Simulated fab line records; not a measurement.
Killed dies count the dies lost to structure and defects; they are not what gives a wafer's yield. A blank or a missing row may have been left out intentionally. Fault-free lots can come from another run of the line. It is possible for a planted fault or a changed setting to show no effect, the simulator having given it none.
The same fault as seen by 3 desks / flow n5 finfet / each desk has only its own numbers; what lay behind them comes last

## AT THE METROLOGY DESK
What the gauges read for every lot (on any tool): the sampled wafers with a number, averaged. A lot is out of limits, marked OUT, if its mean lies more than 4 standard deviations from the usual mean; the brackets give that distance. Of its 11 readings 7 are shown: the one that was out of limits first, and those that lie furthest out on some lot.
Columns: A = cd nm at N5_BEOL_M1_CD_MEAS_28, usual 23.99 nm; B = DIBL_P at N5_BEOL_M4_RC_MEAS_101, usual 36.8 mV/V; C = IOFF_N at N5_BEOL_M4_RC_MEAS_101, usual 0.169 nA/um; D = IOFF_P at N5_BEOL_M4_RC_MEAS_101, usual 0.206 nA/um; E = SS_N at N5_BEOL_M4_RC_MEAS_101, usual 71.6 mV/dec; F = SS_P at N5_BEOL_M4_RC_MEAS_101, usual 73.3 mV/dec; G = VT_N at N5_BEOL_M4_RC_MEAS_101, usual 248.8 mV
lot=L459; first seen here=day 6 18:14; A=24.13; B=34.7; C=0.184; D=0.198; E=72.0; F=73.3; G=246.0
lot=L461; first seen here=day 6 23:46; A=23.85; B=39.2; C=0.202; D=0.229; E=72.4; F=74.1; G=247.7
lot=L464; first seen here=day 7 23:33; A=23.92; B=34.9; C=0.156; D=0.192; E=71.8; F=73.8; G=250.0
lot=L463; first seen here=day 7 23:50; A=24.02; B=38.5; C=0.197; D=0.245; E=71.8; F=74.0; G=246.1
lot=L468; first seen here=day 9 08:36; A=24.12; B=36.5; C=0.170; D=0.219; E=71.5; F=73.4; G=247.6
lot=L476; first seen here=day 11 02:34; A=22.81 (-5.6) OUT; B=35.4; C=0.163; D=0.229; E=71.6; F=72.9; G=248.2
lot=L477; first seen here=day 11 05:36; A=22.90 (-5.2) OUT; B=36.8; C=0.160; D=0.214; E=72.0; F=73.6; G=250.6
lot=L479; first seen here=day 11 16:53; A=23.76; B=37.2; C=0.154; D=0.195; E=71.2; F=73.5; G=248.0
lot=L480; first seen here=day 12 16:46; A=24.02; B=37.6; C=0.147; D=0.180; E=71.2; F=72.8; G=252.8
This desk finds L476, L477 out of limits, L476 being first, at day 11 02:34 (cd nm at N5_BEOL_M1_CD_MEAS_28). L459, L461, L464, L463, L468, L479, L480 stayed within limits.

## THE DEFECT DESK
For each lot, the counts of the inspections along the route, averaged over the sampled wafers that have a number. A lot is out of limits, marked OUT, if its mean lies more than 4 standard deviations from the usual mean; the brackets give that distance.
Columns: A = raw defect count at N5_BEOL_M1_INSPECT_30, usual 376
lot=L459; first seen here=day 6 18:20; A=335
lot=L461; first seen here=day 6 23:52; A=414
lot=L464; first seen here=day 7 23:38; A=374
lot=L463; first seen here=day 7 23:55; A=421
lot=L468; first seen here=day 9 08:41; A=427
lot=L476; first seen here=day 11 02:39; A=323
lot=L477; first seen here=day 11 05:41; A=447
lot=L479; first seen here=day 11 16:59; A=367
lot=L480; first seen here=day 12 16:52; A=293
This desk's verdict: no lot among the 9 shows anything out of limits.

## AT THE TOOL OWNER'S DESK: euv scanner-02
The tool's own readings at N5_BEOL_M1_EXPOSE_25 (exposes mask V0, defocus 5 nm, target cd 24 nm): means of the sampled wafers that have a number, for each lot that ran on this tool. A lot is out of limits, marked OUT, if its mean lies more than 4 standard deviations from the usual mean; the brackets give that distance.
Columns: A = exposure dose mJ cm2 at N5_BEOL_M1_EXPOSE_25, usual 63.00
lot=L464; first seen here=day 7 23:24; A=63.06
lot=L468; first seen here=day 9 08:28; A=62.96
lot=L476; first seen here=day 11 02:26; A=59.11 (-59) OUT
lot=L477; first seen here=day 11 05:28; A=59.03 (-60) OUT
This desk finds L476, L477 out of limits, L476 being first, at day 11 02:26 (exposure dose mJ cm2 at N5_BEOL_M1_EXPOSE_25). L464, L468 stayed within limits.

## ALL TOGETHER
An alarm could have come from the tool owner's desk at day 11 02:26, on L476, L477.
On L476, L477, the metrology desk was in a position to raise an alarm at day 11 02:34.
The defect desk saw nothing out of limits.
The defect desk has L476, L477 on record, within its limits.
Of the lots named, all ran N5_BEOL_M1_EXPOSE_25 on euv scanner-02.

## WHAT THE SIMULATOR HAD INSERTED
Drift in process parameters on euv scanner-02 at N5_BEOL_M1_EXPOSE_25, starting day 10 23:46. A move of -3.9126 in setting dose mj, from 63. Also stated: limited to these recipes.
Lots struck among those shown: L476, L477.
Hours from the fault's start to each desk's first reading out of limits: the tool owner's desk, 3; the metrology desk, 3.
